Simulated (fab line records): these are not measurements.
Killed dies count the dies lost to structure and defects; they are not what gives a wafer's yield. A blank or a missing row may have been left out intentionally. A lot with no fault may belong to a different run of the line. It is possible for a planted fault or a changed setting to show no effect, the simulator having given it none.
One fault through the eyes of 2 desks :: flow nand harc :: each desk holds nothing but its own numbers, with what lay behind them at the end

## TOOL OWNER'S DESK, rie diel-04
The tool's own readings at NHARC_P_BONDPAD_DESCUM_11 (chemistry O2, time 3 s): means of the sampled wafers that have a number, for each lot that ran on this tool. The brackets show how far a lot's mean lies from the usual mean; more than 4 standard deviations puts the lot out of limits, marked OUT.
Columns: A = drypump motor current A at NHARC_P_BONDPAD_DESCUM_11, usual 5.7 A; B = oes product au at NHARC_P_BONDPAD_DESCUM_11, usual 1.002 a.u.; C = rf vpp V at NHARC_P_BONDPAD_DESCUM_11, usual 57.8 V; D = run length s at NHARC_P_BONDPAD_DESCUM_11, usual 23.94 s; E = showerhead plenum p Torr at NHARC_P_BONDPAD_DESCUM_11, usual 1.90 Torr; F = throttle valve pct at NHARC_P_BONDPAD_DESCUM_11, usual 11.309 %
lot: L817
first seen here: day 7 08:39
A: 5.7
B: 1.005
C: 57.6
D: 23.94
E: 1.88
F: 11.316

lot: L819
first seen here: day 8 00:02
A: 5.6
B: 0.994
C: 57.6
D: 23.96
E: 1.88
F: 11.308

lot: L820
first seen here: day 8 00:40
A: 5.8
B: 1.010
C: 57.8
D: 23.80
E: 1.89
F: 11.300

lot: L828
first seen here: day 10 09:40
A: 5.8
B: 1.020
C: 57.5
D: 23.93
E: 1.89
F: 11.308

lot: L835
first seen here: day 11 20:29
A: 5.7
B: 0.999
C: 56.8
D: 24.46
E: 1.87
F: 11.315
Result from this desk: across the 5 lots, nothing is out of limits.

## FROM THE METROLOGY DESK
What the gauges read, lot by lot, whatever tool the lot ran on: means of the sampled wafers that have a number. The brackets show how far a lot's mean lies from the usual mean; more than 4 standard deviations puts the lot out of limits, marked OUT.
Columns: A = cd nm at NHARC_P_BONDPAD_CD_MEAS_09, usual 499.4 nm; B = overlay x nm at NHARC_P_BONDPAD_OVL_MEAS_38, usual 0 nm; C = overlay y nm at NHARC_P_BONDPAD_OVL_MEAS_38, usual 1 nm
lot: L817
first seen here: day 7 08:26
A: 497.7
B: -6
C: -8

lot: L819
first seen here: day 7 23:50
A: 501.2
B: 2
C: -1

lot: L820
first seen here: day 8 00:28
A: 497.5
B: -11
C: -1

lot: L828
first seen here: day 10 09:28
A: 498.2
B: 0
C: 2

lot: L835
first seen here: day 11 20:14
A: 498.5
B: 12
C: -11
Result from this desk: across the 5 lots, nothing is out of limits.

## ALL TOGETHER
Nothing out of limits was seen by the tool owner's desk.
From the metrology desk's view, nothing was out of limits.

## WHAT THE SIMULATOR HAD PUT IN
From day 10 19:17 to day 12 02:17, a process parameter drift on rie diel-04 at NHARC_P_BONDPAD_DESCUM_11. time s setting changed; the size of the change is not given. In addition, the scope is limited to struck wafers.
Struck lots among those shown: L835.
